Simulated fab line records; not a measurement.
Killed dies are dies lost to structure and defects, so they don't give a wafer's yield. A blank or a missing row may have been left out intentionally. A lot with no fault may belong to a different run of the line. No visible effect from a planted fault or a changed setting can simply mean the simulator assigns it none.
Which of the tools did it? ; flow nand_harc ; 14 lots with 42 wafers sampled at 5 steps, on a route of 1302 steps

WHAT THE GAUGES SHOWED, per wafer
NHARC_A_BONDPAD_THK_MEAS_20: measures by xrf.
lot;measured;on;thk_nm (nm)
L551;day 23 09:24;film_metro-02;169.1 173.2 168.6
L553;day 23 16:05;film_metro-01;169.5 169.6 170.6
L552;day 23 11:55;film_metro-01;172.8 168.7 168.9
L554;day 24 05:19;film_metro-01;166.5 168.3 169.3
L556;day 25 18:16;film_metro-02;169.5 168.1 167.7
L559;day 26 09:11;film_metro-02;170.1 170.2 170.7
L558;day 26 03:03;film_metro-01;171.9 171.4 168.9
L560;day 27 04:45;film_metro-02;170.9 168.9 169.6
L563;day 28 12:31;film_metro-02;167.3 168.9 169.0
L565;day 29 05:49;film_metro-02;168.2 167.9 169.4
L570;day 31 07:50;film_metro-01;169.2 173.4 171.2
L571;day 31 11:42;film_metro-02;169.9 168.0 170.8
L573;day 32 05:59;film_metro-02;170.6 170.7 168.2
L574;day 33 03:24;film_metro-02;170.7 168.2 171.5

NHARC_END_SORT_01.
lot;measured;on;killed_at_array;killed_at_other;killed_at_periphery;killed_dies;killed_open;killed_short
L563;day 29 16:45;prober-02;120 111 101;1 2 0;3 1 3;124 114 104;4 2 2;3 3 2
L565;day 30 07:10;prober-02;95 107 97;1 1 1;5 3 8;101 111 106;2 1 4;2 3 3

WHAT TOOL EACH LOT RAN ON (gives the tool, then ch and the chambers of the sampled wafers, and finally the start)
lot;NHARC_A_ONON_D2_DEP_12;NHARC_A_BONDPAD_ANNEAL_28;NHARC_THIN_TSV_PVD_51
L551;pecvd_onon-04 ch 0, day 12 11:50;rtp_anneal-02 ch 0, day 23 08:44;pvd_sputter-01, no start
L553;pecvd_onon-04 ch 0, day 12 22:10;rtp_anneal-02 ch 0, day 23 15:31;pvd_sputter-02, no start
L552;pecvd_onon-01 ch 0, day 12 22:11;rtp_anneal-02 ch 0, day 23 11:16;pvd_sputter-03, no start
L554;pecvd_onon-04 ch 0, day 13 11:54;rtp_anneal-02 ch 0, day 24 04:40;pvd_sputter-01, no start
L556;pecvd_onon-03 ch 0, day 14 14:33;rtp_anneal-02 ch 0, day 25 17:45;pvd_sputter-03, no start
L559;pecvd_onon-01 ch 0, day 15 13:15;rtp_anneal-01 ch 0, day 26 08:34;pvd_sputter-02, no start
L558;pecvd_onon-04 ch 0, day 15 13:25;rtp_anneal-02 ch 0, day 26 02:26;pvd_sputter-03, no start
L560;pecvd_onon-04 ch 0, day 16 16:23;rtp_anneal-02 ch 0, day 27 04:08;pvd_sputter-01, no start
L563;pecvd_onon-01 ch 0, day 17 20:20;rtp_anneal-01 ch 0, day 28 11:54;pvd_sputter-03, day 29 16:45 or earlier
L565;pecvd_onon-01 ch 0, day 18 11:19;rtp_anneal-02 ch 0, day 29 05:13;pvd_sputter-01, day 30 07:10 or earlier
L570;pecvd_onon-03 ch 0, day 20 10:02;rtp_anneal-02 ch 0, day 31 07:10;pvd_sputter-02, no start
L571;pecvd_onon-01 ch 0, day 21 05:53;rtp_anneal-02 ch 0, day 31 11:08;pvd_sputter-03, no start
L573;pecvd_onon-01 ch 0, day 21 13:13;rtp_anneal-01 ch 0, day 32 03:32;pvd_sputter-02, no start
L574;pecvd_onon-01 ch 0, day 21 22:04;rtp_anneal-01 ch 0, day 33 02:44;pvd_sputter-01, no start
- NHARC_A_ONON_D2_DEP_12: target thk 1000 nm.
- NHARC_A_BONDPAD_ANNEAL_28: time 90 s.
- NHARC_THIN_TSV_PVD_51: deposits Cu, target thk 100 nm.

AS READ BY THE TOOLS THEMSELVES (means over the sampled wafers that have a number; for cases with no such wafer, the mark the record gives instead)
NHARC_A_ONON_D2_DEP_12.
lot;tool;n2_flow_sccm (sccm)
L551;pecvd_onon-04;2756
L553;pecvd_onon-04;2750
L552;pecvd_onon-01;2753
L554;pecvd_onon-04;2751
L556;pecvd_onon-03;2747
L559;pecvd_onon-01;2749
L558;pecvd_onon-04;2753
L560;pecvd_onon-04;2757
L563;pecvd_onon-01;2738
L565;pecvd_onon-01;2760
L570;pecvd_onon-03;2753
L571;pecvd_onon-01;2747
L573;pecvd_onon-01;2754
L574;pecvd_onon-01;2752

NHARC_A_BONDPAD_ANNEAL_28.
lot;tool;wafer_temp_C_max
L551;rtp_anneal-02;225.69
L553;rtp_anneal-02;225.65
L552;rtp_anneal-02;225.80
L554;rtp_anneal-02;225.56
L556;rtp_anneal-02;225.62
L559;rtp_anneal-01;225.87
L558;rtp_anneal-02;225.90
L560;rtp_anneal-02;225.87
L563;rtp_anneal-01;226.36
L565;rtp_anneal-02;226.02
L570;rtp_anneal-02;225.57
L571;rtp_anneal-02;225.72
L573;rtp_anneal-01;226.09
L574;rtp_anneal-01;226.22

NHARC_THIN_TSV_PVD_51.
lot;tool;throttle_valve_pct (%)
L551;pvd_sputter-01;31.1
L553;pvd_sputter-02;29.0
L552;pvd_sputter-03;29.9
L554;pvd_sputter-01;31.3
L556;pvd_sputter-03;30.2
L559;pvd_sputter-02;28.9
L558;pvd_sputter-03;29.1
L560;pvd_sputter-01;29.1
L563;pvd_sputter-03;30.1
L565;pvd_sputter-01;30.5
L570;pvd_sputter-02;29.9
L571;pvd_sputter-03;29.5
L573;pvd_sputter-02;29.0
L574;pvd_sputter-01;30.8

THE ANSWER, worked out from the rows above alone
Rule: usual is defined by the lots themselves. Put in order of their means at a reading, lots are off if they are a third of the lots or fewer, leave a main group of 4 or more, and stand apart from it by a gap of 3 or more times the standard deviation of the main group's means; of several such gaps the widest counts. A main group is skipped when, at the precision printed for the reading in the tables above, its means are all equal. A lot without any number at a reading at which 4 lots or more have one is off too. All remaining lots with rows at the step are treated as sound. The gauges are gone through in route order, then the tools' own readings, and for those a lot's mean is taken as printed above. The first step at which some lot is off is used, and at that step the reading that is off furthest; a lot without a number counts as furthest.
No lot is off on any of the readings shown, so nothing can be concluded from this.

WHAT HAD BEEN PUT IN BY THE SIMULATOR
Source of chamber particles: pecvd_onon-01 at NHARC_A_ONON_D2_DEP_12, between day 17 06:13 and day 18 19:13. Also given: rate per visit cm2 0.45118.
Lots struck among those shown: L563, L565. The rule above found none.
